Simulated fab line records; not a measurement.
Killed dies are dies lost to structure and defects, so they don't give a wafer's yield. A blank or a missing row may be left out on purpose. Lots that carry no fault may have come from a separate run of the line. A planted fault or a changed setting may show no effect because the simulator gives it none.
Lot-split experiment    flow n5-finfet    route with 1938 steps; 7 lots, 21 wafers read

## ABOUT THE SPLIT
At N5_HKMG_FIN_HK_ALD_01 (deposits HfO2, target thk 1.6 nm, pulse time 3 s, purge time 3 s), the setting ald-cycles was moved away from the recipe's 30 on 8 of the 21 wafers read, by -13.3% to +10.0%. This setting was run at the recipe's value on the other wafers.

## FROM THE SPLIT TO THE READING: what the file shows between them, 4 steps
- N5_HKMG_FIN_HK_ANNEAL_02: time 30 s
- N5_HKMG_FIN_ALD_74: deposits La2O3, target thk 0.5 nm, pulse time 6 s, co reactant pulse time 1 s
- N5_HKMG_FIN_WET_ETCH_82: etches La2O3 in dHCl, stops on HfO2, target depth 2 nm, rinse time 30 s
- N5_HKMG_FIN_ALD_36: deposits TiN, target thk 1 nm, pulse time 1 s, purge time 3 s

## THE READING
HK_THK, in nm, at N5_HKMG_FIN_THK_MEAS_70 (measures by xrf). A value of 1.616 nm with a standard deviation of 0.02 nm is what fault-free wafers of this fab line usually give.

wafer   tool, chamber at the split  ald-cycles as run  against the recipe  HK_THK, nm  against lot-mates on the recipe
L077.1  ald-hk-02, 2                30                 recipe              1.629       -
L077.2  ald-hk-02, 1,0              26                 -13.3%              1.419       -0.210
L077.3  ald-hk-02, 1,0              26                 -13.3%              1.382       -0.247
L078.3  ald-hk-02, 2,0              32                 +6.7%               1.726       +0.113
L078.4  ald-hk-02, 1                30                 recipe              1.613       -
L078.5  ald-hk-02, 2,0              32                 +6.7%               1.734       +0.121
L079.2  ald-hk-02, 2,3              30                 recipe              1.644       -
L079.4  ald-hk-02, 1                32                 +6.7%               1.712       +0.087
L079.5  ald-hk-02, 2,3              30                 recipe              1.607       -
L080.3  ald-hk-02, 0,2              30                 recipe              1.606       -
L080.4  ald-hk-02, 3                33                 +10.0%              1.786       +0.168
L080.5  ald-hk-02, 0,2              30                 recipe              1.629       -
L091.4  ald-hk-01, 3,1              28                 -6.7%               1.512       -0.124
L091.5  ald-hk-01, 3,1              28                 -6.7%               1.530       -0.106
L091.6  ald-hk-01, 2                30                 recipe              1.636       -
L094.2  ald-hk-02, 1,3,2            30                 recipe              1.607       -
L094.3  ald-hk-02, 1,3,2            30                 recipe              1.581       -
L094.4  ald-hk-02, 1,3,2            30                 recipe              1.661       -
L095.2  ald-hk-02, 0,1,2            30                 recipe              1.599       -
L095.3  ald-hk-02, 0,1,2            30                 recipe              1.639       -
L095.5  ald-hk-02, 0,1,2            30                 recipe              1.621       -
When a row names more than one chamber, that row covers several wafers, and the file does not tell which wafer ran in which chamber.

THE FIT
A straight line over all 21 wafers: HK_THK changes by +0.0161 nm for each +1% of ald-cycles; r = +0.98; the points scatter about the line by 0.019 nm.
The same after taking each lot's own level away (the mean of its wafers on the recipe; 21 wafers): +0.0169 nm for each +1%; r = +0.98; scatter 0.019 nm.
That fit puts the effect of the largest move of ald-cycles on the reading at 0.22 nm.
The span of the lots' own levels, 1.6130 to 1.6360 nm, comes to 1.1 times the standard deviation stated above.
The two slopes agree, so the slope changes little with the lot-to-lot level.
Check: with one of the wafers moved furthest among these (-13.3%) left out of the fit, the line predicts -0.233 nm for it against its lot-mates. It came out at -0.21 nm against them.

## THE FILE'S OWN FIT
HK_THK changes by +0.0167 nm for each +1% of ald-cycles, r = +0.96.
